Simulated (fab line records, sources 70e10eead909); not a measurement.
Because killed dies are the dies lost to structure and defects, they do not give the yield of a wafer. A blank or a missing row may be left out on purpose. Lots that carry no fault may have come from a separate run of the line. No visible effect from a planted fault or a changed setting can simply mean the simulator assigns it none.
A sampling plan put to the test || flow nandHarc || one fab line, 21 faults that these records tell of, each judged on the records of the lots that it struck
The line's own looks make up the plan; these are the steps of the route where a gauge or inspection reads the wafer and leaves it unchanged. A look is open to judgement when struck wafers have a number at it and the file gives its usual mean and standard deviation on fault-free wafers. Caught: a look later than the fault's first step finds the struck wafers' mean 4 or more of those standard deviations (sigma) from the usual mean. On the tool: the identical test, applied to the tool's own readings at the steps of the fault. Another recipe on the struck wafers, or a record that is blank for them alone, also counts as caught.

THE FAULTS, as the simulator had put them in
1. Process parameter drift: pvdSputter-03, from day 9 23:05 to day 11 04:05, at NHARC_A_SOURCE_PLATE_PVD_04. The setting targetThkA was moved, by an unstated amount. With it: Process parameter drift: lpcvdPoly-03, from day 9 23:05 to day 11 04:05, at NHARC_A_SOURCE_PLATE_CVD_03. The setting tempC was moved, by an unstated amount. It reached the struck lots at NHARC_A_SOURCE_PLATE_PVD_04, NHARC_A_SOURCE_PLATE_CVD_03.
2. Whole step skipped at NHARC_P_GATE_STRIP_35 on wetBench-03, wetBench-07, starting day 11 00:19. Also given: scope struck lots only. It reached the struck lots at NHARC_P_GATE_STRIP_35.
3. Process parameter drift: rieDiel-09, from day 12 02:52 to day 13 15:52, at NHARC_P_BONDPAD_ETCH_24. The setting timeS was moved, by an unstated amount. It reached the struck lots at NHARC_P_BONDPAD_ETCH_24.
4. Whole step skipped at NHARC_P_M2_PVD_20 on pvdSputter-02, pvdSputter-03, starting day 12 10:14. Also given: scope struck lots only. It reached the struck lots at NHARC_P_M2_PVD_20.
5. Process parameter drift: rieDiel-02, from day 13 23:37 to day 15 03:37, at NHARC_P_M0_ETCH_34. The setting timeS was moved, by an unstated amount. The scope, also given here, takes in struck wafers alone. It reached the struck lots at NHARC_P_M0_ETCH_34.
6. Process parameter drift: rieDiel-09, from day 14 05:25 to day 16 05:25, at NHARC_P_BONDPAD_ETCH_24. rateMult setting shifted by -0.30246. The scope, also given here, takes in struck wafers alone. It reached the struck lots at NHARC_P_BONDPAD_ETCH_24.
7. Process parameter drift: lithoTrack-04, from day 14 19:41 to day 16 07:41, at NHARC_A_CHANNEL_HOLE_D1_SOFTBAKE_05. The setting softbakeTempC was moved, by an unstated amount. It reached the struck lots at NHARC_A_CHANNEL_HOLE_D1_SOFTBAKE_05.
8. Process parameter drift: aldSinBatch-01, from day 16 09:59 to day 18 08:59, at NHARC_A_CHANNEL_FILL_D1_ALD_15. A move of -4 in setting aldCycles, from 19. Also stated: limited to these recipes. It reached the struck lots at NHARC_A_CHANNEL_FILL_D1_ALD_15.
9. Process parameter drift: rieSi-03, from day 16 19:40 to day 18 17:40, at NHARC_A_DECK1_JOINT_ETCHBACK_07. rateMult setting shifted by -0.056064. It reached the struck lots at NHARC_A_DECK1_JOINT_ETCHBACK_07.
10. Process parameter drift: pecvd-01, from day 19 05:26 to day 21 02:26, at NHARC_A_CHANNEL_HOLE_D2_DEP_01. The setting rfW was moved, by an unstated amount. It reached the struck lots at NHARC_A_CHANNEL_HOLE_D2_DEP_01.
11. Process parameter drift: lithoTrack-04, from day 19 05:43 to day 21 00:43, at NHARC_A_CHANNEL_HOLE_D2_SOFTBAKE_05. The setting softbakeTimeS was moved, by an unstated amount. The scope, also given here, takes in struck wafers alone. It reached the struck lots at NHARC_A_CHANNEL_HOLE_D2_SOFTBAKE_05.
12. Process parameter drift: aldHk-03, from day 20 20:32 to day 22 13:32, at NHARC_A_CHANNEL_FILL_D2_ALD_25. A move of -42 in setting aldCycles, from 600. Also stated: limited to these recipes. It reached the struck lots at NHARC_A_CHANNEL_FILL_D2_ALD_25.
13. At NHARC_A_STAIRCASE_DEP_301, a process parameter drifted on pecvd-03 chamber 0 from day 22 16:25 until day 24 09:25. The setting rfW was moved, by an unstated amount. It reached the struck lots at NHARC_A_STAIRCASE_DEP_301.
14. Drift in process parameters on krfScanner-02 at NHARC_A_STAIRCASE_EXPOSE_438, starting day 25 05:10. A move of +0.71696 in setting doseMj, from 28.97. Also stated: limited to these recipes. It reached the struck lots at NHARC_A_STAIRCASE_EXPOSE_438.
15. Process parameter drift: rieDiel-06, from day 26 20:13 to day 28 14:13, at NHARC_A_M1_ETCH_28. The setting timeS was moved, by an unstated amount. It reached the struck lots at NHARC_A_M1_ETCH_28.
16. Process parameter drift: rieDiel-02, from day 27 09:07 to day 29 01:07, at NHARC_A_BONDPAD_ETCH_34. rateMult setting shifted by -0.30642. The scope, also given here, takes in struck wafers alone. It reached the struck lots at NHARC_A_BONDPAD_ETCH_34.
17. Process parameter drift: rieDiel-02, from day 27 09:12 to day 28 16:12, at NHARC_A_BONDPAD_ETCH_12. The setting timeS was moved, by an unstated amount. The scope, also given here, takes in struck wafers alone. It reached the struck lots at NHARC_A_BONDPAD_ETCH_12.
18. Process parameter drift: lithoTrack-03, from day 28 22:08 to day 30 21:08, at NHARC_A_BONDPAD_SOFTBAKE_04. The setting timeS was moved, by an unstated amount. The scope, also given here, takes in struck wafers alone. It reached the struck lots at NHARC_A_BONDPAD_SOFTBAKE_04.
19. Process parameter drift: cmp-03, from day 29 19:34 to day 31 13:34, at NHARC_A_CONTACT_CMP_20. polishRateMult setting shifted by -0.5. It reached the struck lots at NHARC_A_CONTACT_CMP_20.
20. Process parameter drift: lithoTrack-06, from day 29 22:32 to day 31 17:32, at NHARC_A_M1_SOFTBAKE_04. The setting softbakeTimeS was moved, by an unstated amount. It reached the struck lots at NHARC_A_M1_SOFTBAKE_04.
21. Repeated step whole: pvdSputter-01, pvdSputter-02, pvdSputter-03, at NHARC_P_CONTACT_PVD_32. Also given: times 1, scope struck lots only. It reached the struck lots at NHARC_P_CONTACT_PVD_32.

WHAT THE PLAN SAW
{"fault": 1, "on the tool itself": "tubeCenterTempC +99 or beyond sigma", "first look that catches it": "NHARC_A_SOURCE_PLATE_THK_MEAS_06", "reading, sigma": "thkNm +76", "median hours from its first step to that look": 12.9, "hours from the fault's start to the first struck lot there": 21, "judged looks passed uncaught": 0}
{"fault": 2, "on the tool itself": "the tool's record is blank for the struck wafers", "first look that catches it": "none of the 2 looks that can be judged after it", "reading, sigma": "-", "median hours from its first step to that look": "-", "hours from the fault's start to the first struck lot there": "-", "judged looks passed uncaught": 2}
{"fault": 3, "on the tool itself": "runLengthS -47 sigma", "first look that catches it": "not the one look that can be judged after it", "reading, sigma": "-", "median hours from its first step to that look": "-", "hours from the fault's start to the first struck lot there": "-", "judged looks passed uncaught": 1}
{"fault": 4, "on the tool itself": "the tool's record is blank for the struck wafers", "first look that catches it": "not the one look that can be judged after it", "reading, sigma": "-", "median hours from its first step to that look": "-", "hours from the fault's start to the first struck lot there": "-", "judged looks passed uncaught": 1}
{"fault": 5, "on the tool itself": "runLengthS -29 sigma", "first look that catches it": "no look after it can be judged", "reading, sigma": "-", "median hours from its first step to that look": "-", "hours from the fault's start to the first struck lot there": "-", "judged looks passed uncaught": 0}
{"fault": 6, "on the tool itself": "oesProductAu -23 sigma", "first look that catches it": "no look after it can be judged", "reading, sigma": "-", "median hours from its first step to that look": "-", "hours from the fault's start to the first struck lot there": "-", "judged looks passed uncaught": 0}
{"fault": 7, "on the tool itself": "heaterPowerTotalW +23 sigma", "first look that catches it": "not the one look that can be judged after it", "reading, sigma": "-", "median hours from its first step to that look": "-", "hours from the fault's start to the first struck lot there": "-", "judged looks passed uncaught": 1}
{"fault": 8, "on the tool itself": "under 2 sigma", "first look that catches it": "not the one look that can be judged after it", "reading, sigma": "-", "median hours from its first step to that look": "-", "hours from the fault's start to the first struck lot there": "-", "judged looks passed uncaught": 1}
{"fault": 9, "on the tool itself": "oesProductAu -5.5 sigma", "first look that catches it": "not the one look that can be judged after it", "reading, sigma": "-", "median hours from its first step to that look": "-", "hours from the fault's start to the first struck lot there": "-", "judged looks passed uncaught": 1}
{"fault": 10, "on the tool itself": "rfFwdPowerW +45 sigma", "first look that catches it": "not the one look that can be judged after it", "reading, sigma": "-", "median hours from its first step to that look": "-", "hours from the fault's start to the first struck lot there": "-", "judged looks passed uncaught": 1}
{"fault": 11, "on the tool itself": "heaterPowerTotalW +99 or beyond sigma", "first look that catches it": "no look after it can be judged", "reading, sigma": "-", "median hours from its first step to that look": "-", "hours from the fault's start to the first struck lot there": "-", "judged looks passed uncaught": 0}
{"fault": 12, "on the tool itself": "under 2 sigma", "first look that catches it": "not the one look that can be judged after it", "reading, sigma": "-", "median hours from its first step to that look": "-", "hours from the fault's start to the first struck lot there": "-", "judged looks passed uncaught": 1}
{"fault": 13, "on the tool itself": "rfFwdPowerW -99 or beyond sigma", "first look that catches it": "no look after it can be judged", "reading, sigma": "-", "median hours from its first step to that look": "-", "hours from the fault's start to the first struck lot there": "-", "judged looks passed uncaught": 0}
{"fault": 14, "on the tool itself": "exposureDoseMJCm2 +22 sigma", "first look that catches it": "not the one look that can be judged after it", "reading, sigma": "-", "median hours from its first step to that look": "-", "hours from the fault's start to the first struck lot there": "-", "judged looks passed uncaught": 1}
{"fault": 15, "on the tool itself": "runLengthS -38 sigma", "first look that catches it": "not the one look that can be judged after it", "reading, sigma": "-", "median hours from its first step to that look": "-", "hours from the fault's start to the first struck lot there": "-", "judged looks passed uncaught": 1}
{"fault": 16, "on the tool itself": "oesProductAu -24 sigma", "first look that catches it": "no look after it can be judged", "reading, sigma": "-", "median hours from its first step to that look": "-", "hours from the fault's start to the first struck lot there": "-", "judged looks passed uncaught": 0}
{"fault": 17, "on the tool itself": "runLengthS -16 sigma", "first look that catches it": "not the one look that can be judged after it", "reading, sigma": "-", "median hours from its first step to that look": "-", "hours from the fault's start to the first struck lot there": "-", "judged looks passed uncaught": 1}
{"fault": 18, "on the tool itself": "heaterPowerTotalW +6.6 sigma", "first look that catches it": "none of the 2 looks that can be judged after it", "reading, sigma": "-", "median hours from its first step to that look": "-", "hours from the fault's start to the first struck lot there": "-", "judged looks passed uncaught": 2}
{"fault": 19, "on the tool itself": "overpolishRunS -99 or beyond sigma", "first look that catches it": "NHARC_A_CONTACT_INSPECT_23", "reading, sigma": "rawDefectCount +13", "median hours from its first step to that look": 0.4, "hours from the fault's start to the first struck lot there": 28, "judged looks passed uncaught": 0}
{"fault": 20, "on the tool itself": "heaterPowerTotalW +99 or beyond sigma", "first look that catches it": "no look after it can be judged", "reading, sigma": "-", "median hours from its first step to that look": "-", "hours from the fault's start to the first struck lot there": "-", "judged looks passed uncaught": 0}
{"fault": 21, "on the tool itself": "under 2 sigma", "first look that catches it": "not the one look that can be judged after it", "reading, sigma": "-", "median hours from its first step to that look": "-", "hours from the fault's start to the first struck lot there": "-", "judged looks passed uncaught": 1}
A dash: this means the fault isn't caught or the number doesn't appear in these records.

Caught at a look: 2 of 21. Caught on the tool: 18 of 21. By one or the other: 18 of 21.
Faults 2, 3, 4, 5, 6, 7, 9, 10, 11, 13, 14, 15, 16, 17, 18, 20 were caught on the tool alone.
Caught by neither: faults 8, 12, 21.

THINNER SAMPLING
Were the look that catches a fault to measure just every second or every third lot (counted by lot number), the first struck lot would, at worst, be measured this late:
{"fault": 1, "struck lots at that look, in order of time": "L922, L921, L923", "every lot": "21 h", "every second lot": "21 h", "every third lot": "33 h"}
{"fault": 19, "struck lots at that look, in order of time": "L627, L629", "every lot": "28 h", "every second lot": "may miss all 2", "every third lot": "may miss all 2"}
The hour figures run from when the fault began to the first measured lot among those it struck. Since the struck wafers were tested as one group against 4 sigma, a single lot by itself may lie under the limit. Other struck lots may not be in these records.

THE LONGEST TIMED WAY FROM STEP TO LOOK
In fault 1, a median of 12.9 hours elapses between NHARC_A_SOURCE_PLATE_PVD_04 and NHARC_A_SOURCE_PLATE_THK_MEAS_06. No look between them can be judged.
